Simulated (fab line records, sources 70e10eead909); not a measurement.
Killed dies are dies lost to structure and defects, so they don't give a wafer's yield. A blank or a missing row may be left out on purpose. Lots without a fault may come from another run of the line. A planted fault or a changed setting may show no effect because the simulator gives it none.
A struck lot beside a sound one | flow nand_harc | 14 steps out of a route of 1302
Sound: wafers L990.1, L990.3, L990.6. Struck: wafers L104.1, L104.2, L104.5. The cause comes at the end.
At each step with rows: each side's tool, then ch and its chambers, then its first start. Under that, the readings that differ: sound wafers | struck wafers | difference of the means | sigmas: that difference in standard deviations of wafers without a fault.
alike: readings whose means differ by less than 2 such deviations, and words and numbers that are the same on both sides. not compared: withheld readings, readings that some wafer has no value for, bounds like >300 that may hide the same value, and numbers for which the record gives no deviation and whose values overlap.
The two part at a step that has a row with sigmas, a row that says differs or no value, or rows on one side only. Numbers that don't overlap but have no deviation are shown without sigmas and don't part them. A reading that every wafer of one side lacks parts them only if that side has two wafers or more.

first, 2 steps without rows for these wafers: NHARC_A_SOURCE_PLATE_SRD_01; NHARC_A_SOURCE_PLATE_OXIDE_02 (material SiO2, target thk 10 nm, ox time 1362 s).
NHARC_A_SOURCE_PLATE_THK_MEAS_09: measures by ellipsometry.
  sound on film_metro-01, day 7 01:17; struck on film_metro-01, day 12 20:56
  alike: thk_nm
then, 3 steps without rows for these wafers: NHARC_A_SOURCE_PLATE_PVD_04 (deposits WSi2, target thk 50 nm); NHARC_A_SOURCE_PLATE_CVD_03 (deposits poly-Si, target thk 200 nm, time 4000 s); NHARC_A_SOURCE_PLATE_ANNEAL_05 (time 1800 s).
NHARC_A_SOURCE_PLATE_THK_MEAS_06: measures by ellipsometry.
  sound on film_metro-01, day 7 14:23; struck on film_metro-02, day 13 09:54
  alike: thk_nm
NHARC_A_SOURCE_PLATE_INSPECT_08:
  sound on defect_inspect-02, day 7 14:26; struck on defect_inspect-02, day 13 09:58
  alike: raw_defect_count
then, 1 step without rows for these wafers: NHARC_A_ONON_D1_DEP_00 (target thk 1000 nm).
NHARC_A_ONON_D1_THK_MEAS_02: measures by ellipsometry.
  sound on film_metro-01, day 7 15:01; struck on film_metro-01, day 13 10:32
  alike: thk_nm
NHARC_A_ONON_D1_DEP_03: target thk 1000 nm.
  sound on pecvd_onon-01 ch 0, day 7 15:04; struck on pecvd_onon-03 ch 0, day 13 10:35
  alike: n2_flow_sccm, n2o_flow_sccm
NHARC_A_ONON_D1_THK_MEAS_05: measures by ellipsometry.
  sound on film_metro-01, day 7 15:35; struck on film_metro-01, day 13 11:06
  reading     | sound          | struck         | difference | sigmas
  thk_nm (nm) | 1005 1005 1002 | 1682 1682 1682 | +678       | +89
then, 1 step without rows for these wafers: NHARC_A_ONON_D1_DEP_06 (target thk 1000 nm).
-- the record jumps here: 16 days lie between the struck wafers' starts before and after (it left off in module A_ONON_D1 and takes up again in module END, whose first step shown is number 1302 of the route) --
NHARC_END_SORT_01:
  the record has rows for the struck wafers here (prober-01 ch 0, day 29 10:26) and none for the sound ones

WHERE THEY PART
First at NHARC_A_ONON_D1_THK_MEAS_05; last, within this record, at NHARC_END_SORT_01.

WHY: what the simulator had put in
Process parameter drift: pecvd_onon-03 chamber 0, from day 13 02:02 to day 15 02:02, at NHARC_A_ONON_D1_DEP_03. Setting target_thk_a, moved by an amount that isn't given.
